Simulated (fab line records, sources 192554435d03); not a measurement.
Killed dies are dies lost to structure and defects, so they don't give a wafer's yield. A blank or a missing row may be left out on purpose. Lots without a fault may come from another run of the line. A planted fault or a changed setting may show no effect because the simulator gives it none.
Chamber matching | flow n5_finfet | N5_BEOL_M12_DEP_53 on pecvd-01: 3 sister chambers
The step deposits SiCN from 3MS/NH3, target thk 30 nm, time 10.5 s. 16 wafers are shown with their chamber, then 8 later ones without.

WAFERS WITH THEIR CHAMBER
wafer  | chamber | showerhead_vpp_V (V) | throttle_valve_pct (%) | showerhead_plenum_p_Torr (Torr)
L074.2 | 2       | 1561                 | 16.8                   | 4.186
L074.5 | 1       | 1706                 | 18.3                   | 4.164
L074.6 | 0       | 1549                 | 19.2                   | 4.175
L077.2 | 2       | 1566                 | 16.5                   | 4.186
L077.3 | 0       | 1563                 | 19.0                   | 4.183
L077.6 | 2       | 1572                 | 16.6                   | 4.196
L078.1 | 0       | 1529                 | 19.0                   | 4.179
L078.2 | 2       | 1576                 | 16.5                   | 4.187
L078.6 | 0       | 1553                 | 18.7                   | 4.184
L086.2 | 0       | 1560                 | 19.3                   | 4.196
L086.5 | 2       | 1562                 | 17.0                   | 4.197
L086.6 | 1       | 1707                 | 18.6                   | 4.168
L091.1 | 2       | 1588                 | 17.2                   | 4.201
L091.2 | 1       | 1706                 | 18.3                   | 4.163
L091.4 | 2       | 1560                 | 17.0                   | 4.190
L090.3 | 1       | 1715                 | 18.5                   | 4.168

SIGNATURES (means of the wafers above)
reading                  | chamber 0 | chamber 1 | chamber 2 | scatter within a chamber
showerhead_vpp_V         | 1550.80   | 1708.50   | 1569.29   | 10.4
throttle_valve_pct       | 19.040    | 18.425    | 16.800    | 0.239
showerhead_plenum_p_Torr | 4.18340   | 4.16575   | 4.19186   | 0.00616
Rule: a wafer's distance from a chamber is the root of the sum, over the readings, of the square of ((its reading less the chamber's mean) divided by the reading's scatter). The wafer belongs to the nearest chamber; if the next one is less than 2 further off, it can't be placed. The scatter: the root of (the sum of the squares of (reading less its chamber's mean) over the shown wafers, divided by (wafers less chambers)).

WAFERS WITHOUT THEIR CHAMBER
wafer  | showerhead_vpp_V (V) | throttle_valve_pct (%) | showerhead_plenum_p_Torr (Torr)
L090.4 | 1573                 | 16.9                   | 4.190
L090.5 | 1529                 | 19.2                   | 4.200
L093.3 | 1588                 | 16.9                   | 4.197
L093.4 | 1560                 | 16.8                   | 4.181
L093.6 | 1547                 | 19.3                   | 4.188
L095.1 | 1529                 | 19.0                   | 4.178
L095.4 | 1513                 | 19.0                   | 4.180
L095.5 | 1576                 | 16.5                   | 4.189

WHICH CHAMBER EACH WENT THROUGH
wafer  | from the rows above | in truth
L090.4 | 2                   | 2
L090.5 | 0                   | 0
L093.3 | 2                   | 2
L093.4 | 2                   | 2
L093.6 | 0                   | 0
L095.1 | 0                   | 0
L095.4 | 0                   | 0
L095.5 | 2                   | 2
Placed correctly: 8 of 8. Can't be placed from these rows: 0. Placed wrongly: 0.
